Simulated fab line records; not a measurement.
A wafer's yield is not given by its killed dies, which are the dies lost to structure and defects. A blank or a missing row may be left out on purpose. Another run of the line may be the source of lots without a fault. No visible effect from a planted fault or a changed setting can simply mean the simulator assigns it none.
Chamber matching | flow n5Finfet | N5_MOL_CONTACT_COAG_ALD_123 on aldSin-01: 4 sister chambers
The step deposits SiNx, target thk 5 nm, pulse time 1 s, purge time 2 s. 4 wafers are shown with their chamber, then 9 later ones without.

WAFERS, EACH WITH ITS CHAMBER
wafer  | chamber | heaterPowerOuterW (W)
L085.4 | 3       | 599
L087.2 | 0       | 438
L087.3 | 2       | 519
L087.5 | 1       | 523

WAFERS WHOSE CHAMBER IS MISSING
wafer  | heaterPowerOuterW (W)
L088.2 | 586
L088.3 | 517
L088.5 | 510
L094.2 | 516
L094.5 | 516
L094.6 | 508
L096.4 | 522
L096.5 | 592
L096.6 | 503

EACH ONE'S CHAMBER
wafer  | from the rows above     | in truth
L088.2 | 3                       | 3
L088.3 | can't be placed: 2 or 1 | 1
L088.5 | can't be placed: 2 or 1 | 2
L094.2 | can't be placed: 2 or 1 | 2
L094.5 | can't be placed: 2 or 1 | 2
L094.6 | can't be placed: 2 or 1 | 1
L096.4 | can't be placed: 1 or 2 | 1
L096.5 | 3                       | 3
L096.6 | can't be placed: 2 or 1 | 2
Correct placement for 2 of the 9. These rows do not allow placing 7 (true chamber among the candidates in 7). Number placed wrongly: 0.
How it was worked out, from the rows above alone: a wafer's distance from a chamber is the root of the sum, over the readings, of the square of ((its reading less the chamber's mean) divided by the reading's scatter). The wafer belongs to the nearest chamber; if the next one is less than 2 further off, it can't be placed. The mean given for a chamber averages the wafers shown for that chamber. The scatter (one wafer shown for each chamber): square how far every hidden wafer sits from the nearest shown wafer, average those squares and take the square root.
